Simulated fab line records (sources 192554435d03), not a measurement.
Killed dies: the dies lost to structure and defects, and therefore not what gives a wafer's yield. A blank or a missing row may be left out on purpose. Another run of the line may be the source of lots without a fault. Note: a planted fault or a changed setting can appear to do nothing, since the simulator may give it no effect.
fab line records	flow n5Finfet
record lots=11	wafers=33	lastDay=17
route steps=1938 shown FIN_SAQP@127 PASSIVATION@1936
lots untouched by any fault: they come from a run of this same line in which no faults occurred
startH: start of the lot's first displayed wafer, in hours after the record's first day	waitH: time in hours since the lot's previous step	" the same as in the row above	L1.1+2: a row that stands for several wafers	- value missing, or start not given	* or withheld: withheld	< > ~ a bound
route shown NAME@n: a module of which the file shows steps, and the number in the route of the first	usual: the fault-free wafers' mean and standard deviation	same: alike in all rows	chamber/n: place in a boat	sites: the reading at each site	_std_site: standard deviation across them	_edge_site: mean of outer sites minus mean of inner sites	radiusMm: how far each site lies from the wafer's centre	mask NAME#n: copy n	behind: tool/chamber where the wafer was last shaped	hold: the reason the lot was held/the length of the hold in hours/how it ended	device: the n, p or np transistor that did not switch	end of line: the route-end tests of the same wafers	a step given without rows: its recipe and nothing more	killed: dies that structure and defects cost at the first sort, which is not the same as the wafer's yield	map: the dies of a wafer, with x for killed, . for not killed, _ for no die there
set.NAME: the setting as run; set.NAME@STEP: as run at that earlier step	model.NAME: the simulator's own value behind a step, which no gauge read
a sample of lots followed through the steps of the route, with each step as a table and each wafer as a row
services: the hour from which a tool's chamber was out of use, counted from the record's first day as startH (under 0 if before that day), plus the number of hours and why
## steps
# step N5_FIN_SAQP_MANDREL1_REMOVE_56
# recipe chemistry=HBr/Cl2/O2	btTimeS=10	target=a-Si	stopOn=SiNx	endpoint=OES-SiCl	overEtchFrac=1	icpW=600	biasW=22	HBr_flow_sccm=150	Cl2_flow_sccm=80	O2_flow_sccm=5	pressureMtorr=10
# usual drypumpMotorCurrentA=5.8/0.39	oesProductAu=0.992/0.014	throttleValvePct=36.6/0.39
# same btTimeS=10
lot.wafer	tool	chamber	startH	waitH	drypumpMotorCurrentA	oesProductAu	rfHoursCounterH	throttleValvePct
L574.3	rieSi-01	1	32.04	0.1	5.6	0.981	11	35.9
L574.4	"	3	"	"	5.1	0.988	90	36.9
L574.5	"	1	"	"	5.6	0.992	-	35.9
L575.1	rieSi-01	1	35.78	0.1	5.6	0.992	11	35.9
L575.2	"	2	"	"	6.2	0.996	58	37.0
L575.6	"	3	"	"	5.2	0.986	-	36.9
L576.1	rieSi-06	1	43.21	0.1	5.1	0.988	175	36.8
L576.2	"	3	"	"	6.3	0.988	21	36.7
L576.6	"	3	"	"	6.2	0.988	-	36.7
L577.3	rieSi-03	2	49.64	0.1	5.4	1.005	59	36.3
L577.4	"	0	"	"	6.1	1.018	6	37.1
L577.5	"	2	"	"	5.4	1.017	-	36.3
L578.1	rieSi-01	3	55.76	0.1	5.2	0.991	91	36.9
L578.2	"	2	"	"	6.1	0.993	59	37.0
L578.6	"	3	"	"	5.2	0.987	-	36.9
L579.2	rieSi-06	2	62.75	0.1	5.9	1.010	135	36.6
L579.3	"	1	"	"	5.2	0.989	175	36.8
L579.4	"	0	"	"	5.7	0.984	164	36.1
L586.1	rieSi-03	2	102.53	0.1	5.4	0.989	60	36.3
L586.2	"	0	"	"	6.1	1.020	7	37.1
L586.3	"	1	"	"	6.3	1.011	31	37.2
L590.2	rieSi-03	1	126.00	0.1	6.3	1.003	32	37.2
L590.4	"	2	"	"	5.4	1.008	60	36.3
L590.5	"	3	"	"	5.8	0.959	-	36.9
L591.2	rieSi-06	1	132.25	0.1	5.1	0.985	177	36.8
L591.3	"	2	"	"	5.9	1.006	136	36.6
L591.6	"	0	"	"	5.7	0.974	-	36.1
L593.1	rieSi-01	3	145.20	0.1	5.2	0.983	92	36.9
L593.3	"	1	"	"	5.6	0.988	13	35.9
L593.4	"	2	"	"	6.2	0.993	60	37.0
L596.1	rieSi-01	1	161.29	0.1	5.6	0.986	13	35.9
L596.4	"	2	"	"	6.2	0.998	61	37.0
L596.5	"	2	"	"	6.2	0.994	-	37.0
# step N5_FIN_SAQP_RECESS_63
# recipe chemistry=HF/NH3	target=SiO2	targetDepthA=180	afsCycles=3	tempC=30	sublimationTempC=180	sublimationTimeS=60
# usual drypumpMotorCurrentA=5.94/0.27
lot.wafer	tool	chamber	startH	waitH	drypumpMotorCurrentA
L574.3	vaporEtch-02	1	32.54	0.2	5.80
L574.4	"	0	"	"	5.72
L574.5	"	1	"	"	5.81
L575.1	vaporEtch-02	1	36.16	0.1	5.79
L575.2	"	0	"	"	5.74
L575.6	"	0	"	"	5.77
L576.1	vaporEtch-02	1	43.59	0.1	5.77
L576.2	"	0	"	"	5.71
L576.6	"	0	"	"	5.73
L577.3	vaporEtch-01	1	50.25	0.2	5.87
L577.4	"	0	"	"	6.44
L577.5	"	1	"	"	5.87
L578.1	vaporEtch-01	0	56.57	0.1	6.41
L578.2	"	1	"	"	5.86
L578.6	"	1	"	"	5.91
L579.2	vaporEtch-02	1	63.37	0.1	5.78
L579.3	"	0	"	"	5.73
L579.4	"	1	"	"	5.78
L586.1	vaporEtch-02	0	102.91	0.1	5.73
L586.2	"	1	"	"	5.77
L586.3	"	0	"	"	5.76
L590.2	vaporEtch-01	1	126.38	0.1	5.86
L590.4	"	0	"	"	6.44
L590.5	"	1	"	"	5.91
L591.2	vaporEtch-02	1	132.64	0.1	5.79
L591.3	"	0	"	"	5.72
L591.6	"	0	"	"	5.72
L593.1	vaporEtch-02	1	145.62	0.1	5.80
L593.3	"	1	"	"	5.79
L593.4	"	0	"	"	5.70
L596.1	vaporEtch-01	0	161.78	0.1	6.41
L596.4	"	0	"	"	6.43
L596.5	"	1	"	"	5.87
# step N5_FIN_SAQP_ETCH_69
# recipe chemistry=N2/H2	target=SOC	targetDepthA=1500	stopOn=SiNx	ionEnergyEv=100	biasW=61	pressureMtorr=30	sourceW=850	n2FlowSccm=200	h2FlowSccm=200
# usual drypumpMotorCurrentA=5.6/0.54	oesProductAu=0.76/0.07	rfFwdPowerW=844.2/3	rfVppV=240.8/1.6	showerheadPlenumPTorr=2.55/0.1	throttleValvePct=17.84/0.27
lot.wafer	tool	chamber	startH	waitH	drypumpMotorCurrentA	oesProductAu	rfFwdPowerW	rfHoursCounterH	rfVppV	showerheadPlenumPTorr	throttleValvePct
L574.3	rieDiel-03	2	32.88	-	5.9	0.75	846.6	157	242.2	2.65	17.68
L574.4	"	1	"	"	6.4	0.94	843.8	5	244.0	2.72	18.03
L574.5	"	0	"	"	4.7	0.74	841.4	-	242.1	2.65	18.16
L575.1	rieDiel-01	0	36.61	-	5.4	0.68	845.9	229	238.6	2.50	18.14
L575.2	"	1	"	"	5.6	0.79	842.6	120	240.6	2.46	17.85
L575.6	"	3	"	"	5.6	0.71	842.4	-	239.9	2.51	17.58
L576.1	rieDiel-03	2	44.07	-	5.9	0.74	847.3	160	241.3	2.65	17.67
L576.2	"	3	"	"	5.0	0.78	843.6	134	239.6	2.56	17.71
L576.6	"	0	"	"	4.7	0.73	840.9	-	242.9	2.65	18.15
L577.3	rieDiel-01	2	50.64	-	6.4	0.84	838.9	63	238.8	2.48	17.64
L577.4	"	1	"	"	5.6	0.78	841.6	126	238.7	2.46	17.84
L577.5	"	0	"	"	5.4	0.68	848.6	-	240.0	2.50	18.15
L578.1	rieDiel-03	3	57.28	-	5.0	0.77	846.4	140	241.1	2.56	17.72
L578.2	"	1	"	"	6.5	0.91	849.0	16	242.3	2.72	18.03
L578.6	"	2	"	"	5.9	0.73	843.8	-	241.3	2.65	17.70
L579.2	rieDiel-03	1	63.91	-	6.4	0.90	843.1	19	243.7	2.72	18.02
L579.3	"	3	"	"	5.0	0.76	842.6	143	241.6	2.56	17.73
L579.4	"	2	"	"	5.9	0.74	846.1	170	242.3	2.65	17.69
L586.1	rieDiel-03	2	103.40	-	5.9	0.73	1350.5	187	204.7	2.64	17.73
L586.2	"	1	"	"	6.4	0.87	1357.1	35	207.1	2.71	18.06
L586.3	"	3	"	"	5.0	0.76	1356.7	158	205.1	2.55	17.77
L590.2	rieDiel-03	2	126.82	-	5.9	0.72	1354.4	194	206.2	2.64	17.74
L590.4	"	3	"	"	5.1	0.75	1355.1	166	204.8	2.55	17.77
L590.5	"	1	"	"	6.4	0.86	1360.1	-	206.4	2.71	18.08
L591.2	rieDiel-05	3	133.22	-	5.8	0.71	842.3	180	240.8	2.52	17.69
L591.3	"	0	"	"	5.7	0.76	847.8	146	239.1	2.32	17.24
L591.6	"	0	"	"	5.7	0.76	844.3	-	239.8	2.32	17.23
L593.1	rieDiel-05	0	146.08	-	5.7	0.76	840.8	151	236.9	2.32	17.24
L593.3	"	3	"	"	5.8	0.71	846.9	185	240.9	2.52	17.69
L593.4	"	1	"	"	5.5	0.73	847.3	152	239.5	2.57	18.25
L596.1	rieDiel-01	2	162.30	-	6.4	0.78	839.1	112	239.4	2.46	17.71
L596.4	"	0	"	"	5.4	0.89	842.2	22	240.7	2.49	17.74
L596.5	"	0	"	"	5.4	0.90	849.5	-	240.8	2.49	17.74
# step N5_FIN_SAQP_STRIP_70
# recipe chemistry=N2/H2	powerW=500	tempC=40	pressureMtorr=50	rfFrequencyHz=6e+07	overashFraction=0.3	biasPowerW=28	h2Frac=0.5	n2FlowSccm=300	h2FlowSccm=300
# usual drypumpMotorCurrentA=5.6/0.54	oesProductAu=0.77/0.073	rfVppV=121.9/1	showerheadPlenumPTorr=3.37/0.13	throttleValvePct=18.9/0.46
lot.wafer	tool	chamber	startH	waitH	drypumpMotorCurrentA	oesProductAu	rfHoursCounterH	rfVppV	showerheadPlenumPTorr	throttleValvePct
L574.3	rieDiel-03	2	32.98	0.0	5.9	0.75	157	122.7	3.50	18.8
L574.4	"	1	"	"	6.4	0.96	6	121.4	3.59	19.7
L574.5	"	0	"	"	4.7	0.75	-	122.7	3.49	19.0
L575.1	rieDiel-01	0	36.71	0.0	5.4	0.69	229	121.9	3.31	19.2
L575.2	"	1	"	"	5.6	0.80	120	121.1	3.25	18.8
L575.6	"	3	"	"	5.6	0.71	-	121.2	3.32	18.3
L576.1	rieDiel-03	2	44.17	0.0	5.9	0.74	160	122.1	3.50	18.8
L576.2	"	3	"	"	5.0	0.78	134	121.2	3.39	18.8
L576.6	"	0	"	"	4.7	0.75	-	122.6	3.49	19.0
L577.3	rieDiel-01	2	50.74	0.0	6.4	0.85	63	121.1	3.28	18.7
L577.4	"	1	"	"	5.6	0.80	126	120.3	3.25	18.8
L577.5	"	0	"	"	5.4	0.69	-	121.4	3.31	19.2
L578.1	rieDiel-03	3	57.38	0.0	5.0	0.77	140	122.8	3.38	18.8
L578.2	"	1	"	"	6.4	0.92	16	121.8	3.58	19.7
L578.6	"	2	"	"	5.9	0.72	-	121.8	3.50	18.8
L579.2	rieDiel-03	1	64.01	0.0	6.4	0.92	19	123.0	3.58	19.7
L579.3	"	3	"	"	5.1	0.77	143	121.6	3.38	18.8
L579.4	"	2	"	"	5.9	0.72	170	122.6	3.49	18.8
L586.1	rieDiel-03	2	103.50	0.0	5.9	0.72	187	121.6	3.49	18.8
L586.2	"	1	"	"	6.5	0.89	35	122.5	3.57	19.7
L586.3	"	3	"	"	5.1	0.77	158	121.2	3.37	18.8
L590.2	rieDiel-03	2	126.92	0.0	5.9	0.71	194	120.9	3.48	18.9
L590.4	"	3	"	"	5.0	0.75	166	121.1	3.37	18.8
L590.5	"	1	"	"	6.4	0.88	-	123.4	3.57	19.7
L591.2	rieDiel-05	3	133.32	0.0	5.8	0.73	180	121.6	3.33	18.6
L591.3	"	0	"	"	5.7	0.76	146	122.5	3.08	18.0
L591.6	"	0	"	"	5.7	0.76	-	120.0	3.08	18.0
L593.1	rieDiel-05	0	146.18	0.0	5.7	0.75	151	121.9	3.07	18.0
L593.3	"	3	"	"	5.8	0.72	185	122.5	3.33	18.6
L593.4	"	1	"	"	5.5	0.73	152	122.1	3.39	19.6
L596.1	rieDiel-01	2	162.40	0.0	6.4	0.79	112	122.8	3.25	18.8
L596.4	"	0	"	"	5.4	0.93	22	121.7	3.29	18.8
L596.5	"	0	"	"	5.4	0.92	-	120.4	3.29	18.8
# step N5_PASSIVATION_PROBE_49
# usual killed_at_M0_to_M3=34/8.9	killed_at_M4_up=13/5	killedAtContacts=12/7	killedAtFrontEnd=38/11	killedAtOther=3.2/2.9	killedDies=99/16	killedOpen=65/13	killedShort=32/7.6
# same grossDies=1180	killedAtBackSide=0
lot.wafer	tool	chamber	startH	waitH	killed_at_M0_to_M3	killed_at_M4_up	killedAtContacts	killedAtFrontEnd	killedAtOther	killedDies	killedOpen	killedShort
L579.2	prober-01	-	285.72	0.7	49	28	6	30	13	126	92	34
L579.3	prober-01	-	285.77	0.8	38	13	7	38	5	101	62	38
L579.4	prober-01	-	285.82	0.8	42	17	6	28	5	98	60	37
L586.1	prober-02	-	350.29	0.0	39	13	10	29	8	99	57	37
L586.2	prober-02	-	350.34	0.1	36	9	12	18	0	75	53	19
L586.3	prober-02	-	350.39	0.1	18	10	9	27	0	64	43	20
L591.2	prober-02	-	363.76	0.1	39	17	13	36	5	110	74	36
L591.3	prober-02	-	363.81	0.1	33	10	6	29	6	84	68	16
L591.6	prober-02	-	363.96	0.3	27	19	5	40	5	96	50	43
# killed by level:class
L579.2 BEOL_M2:geometricParticle:open=22 BEOL_M4:geometricParticle:open=12 BEOL_M0_SAQP:geometricParticle:open=8 FIN_SAQP:geometricParticle:open=7 BEOL_M0_SAQP:geometricParticle:short=7 BEOL_M3:geometricParticle:open=7 MIM_TOP:geometricParticle:open=6 STARTING-WAFER:geometricParticle:short=6
L579.3 FIN_SAQP:geometricParticle:short=13 BEOL_M2:geometricParticle:open=13 BEOL_M0_SAQP:geometricParticle:short=10 FIN_SAQP:geometricParticle:open=7 MOL_CONTACT_COAG:geometricParticle:open=7 BEOL_M4:geometricParticle:open=6 BEOL_M3:geometricParticle:open=5 STI_FIN_REVEAL:geometricParticle:open=4
L579.4 BEOL_M2:geometricParticle:open=12 BEOL_M0_SAQP:geometricParticle:open=10 BEOL_M0_SAQP:geometricParticle:short=10 BEOL_M4:geometricParticle:open=7 BEOL_M2:geometricParticle:short=7 FIN_SAQP:geometricParticle:open=6 MOL_CONTACT_COAG:geometricParticle:open=6 STARTING-WAFER:geometricParticle:short=5
L586.1 BEOL_M0_SAQP:geometricParticle:short=11 MOL_CONTACT_COAG:geometricParticle:open=9 BEOL_M0:geometricParticle:open=8 BEOL_M0_SAQP:geometricParticle:open=7 STI_FIN_REVEAL:geometricParticle:open=5 GATE_CUT:geometricParticle:short=5 FIN_SAQP:geometricParticle:open=4 FIN_SAQP:geometricParticle:short=4
L586.2 MOL_CONTACT_COAG:geometricParticle:open=10 BEOL_M0_SAQP:geometricParticle:open=9 BEOL_M0_SAQP:geometricParticle:short=7 BEOL_M0:geometricParticle:open=6 BEOL_M3:geometricParticle:open=6 STI_FIN_REVEAL:geometricParticle:open=5 BEOL_M1:geometricParticle:open=4 BEOL_M5:geometricParticle:open=3
L586.3 STI_FIN_REVEAL:geometricParticle:open=8 MOL_CONTACT_COAG:geometricParticle:open=7 BEOL_M0_SAQP:geometricParticle:open=6 BEOL_M0_SAQP:geometricParticle:short=4 FIN_SAQP:geometricParticle:open=3 GATE_CUT:geometricParticle:open=3 GATE_CUT:geometricParticle:short=3 BEOL_M5:geometricParticle:open=3
L591.2 MOL_CONTACT_COAG:geometricParticle:open=13 BEOL_M2:geometricParticle:open=9 BEOL_M0_SAQP:geometricParticle:open=7 FIN_SAQP:geometricParticle:short=6 BEOL_M1:geometricParticle:open=6 BEOL_M3:geometricParticle:open=6 DUMMY_GATE:geometricParticle:open=5 SPACER0:geometricParticle:short=5
L591.3 STI_FIN_REVEAL:geometricParticle:open=12 BEOL_M1:geometricParticle:open=12 BEOL_M4:geometricParticle:open=8 BEOL_M2:geometricParticle:open=7 MOL_CONTACT_COAG:geometricParticle:open=6 BEOL_M0:geometricParticle:open=4 BEOL_M1:geometricParticle:short=4 STARTING-WAFER:geometricParticle:open=4
L591.6 FIN_SAQP:geometricParticle:short=10 BEOL_M3:geometricParticle:open=8 FIN_SAQP:geometricParticle:open=7 GATE_CUT:geometricParticle:short=7 STI_FIN_REVEAL:geometricParticle:open=6 BEOL_M1:geometricParticle:open=5 GATE_CUT:geometricParticle:open=4 MOL_CONTACT_COAG:geometricParticle:open=4
## services
tool	chamber	startH	hours	kind
rieDiel-05	-	42.70	28.1	pm
rieDiel-01	-	45.13	0.4	repair
rieSi-06	0	52.49	0.9	repair
vaporEtch-02	-	72.07	0.5	repair
rieDiel-05	3	78.46	7.1	repair
rieDiel-01	0	86.00	-	clean
rieDiel-01	0	86.00	-	consumableReplace:focusRing
rieDiel-01	0	86.00	21.0	scheduledDown
rieDiel-01	0	86.00	21.0	ventCycle
rieSi-01	1	91.92	2.6	repair
rieDiel-01	1	114.94	11.2	repair
rieSi-03	-	122.69	0.3	repair
rieSi-06	2	128.63	3.2	repair
rieDiel-01	3	136.96	-	clean
rieDiel-01	3	136.96	-	consumableReplace:focusRing
rieDiel-01	3	136.96	17.5	scheduledDown
rieDiel-01	3	136.96	17.5	ventCycle
rieSi-06	-	140.79	2.8	pm
rieSi-03	3	149.40	6.9	repair
## key
firstSign step=N5_FIN_SAQP_ETCH_69	reading=rfFwdPowerW	direction=up	sigmas=99+	usual=*	struck=*
effect step=N5_FIN_SAQP_ETCH_69	reading=rfVppV	direction=down	sigmas=23	usual=240.8	struck=205.7
metAt N5_FIN_SAQP_ETCH_69
struckLots L586,L590
testerLeftOut L586,L590
notActingAt N5_FIN_SAQP_MANDREL1_REMOVE_56,N5_FIN_SAQP_RECESS_63,N5_FIN_SAQP_STRIP_70
onsetBetween 63.91 103.40
fault kind=processParameterDrift	tool=rieDiel-03	chamber=-	onsetH=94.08	steps=N5_FIN_SAQP_ETCH_69	channel=sourceW	offset=510	shape=step	endH=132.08	actsIn=theseRecipesOnly	stated=850
# testerLeftOut: of these lots the tester's yield and bins aren't shown, on N5 and GAA mostly nor the transistor test; their killed dies are dies lost to structure and defects alone, not to doping, threshold or leakage, so they don't give the yield
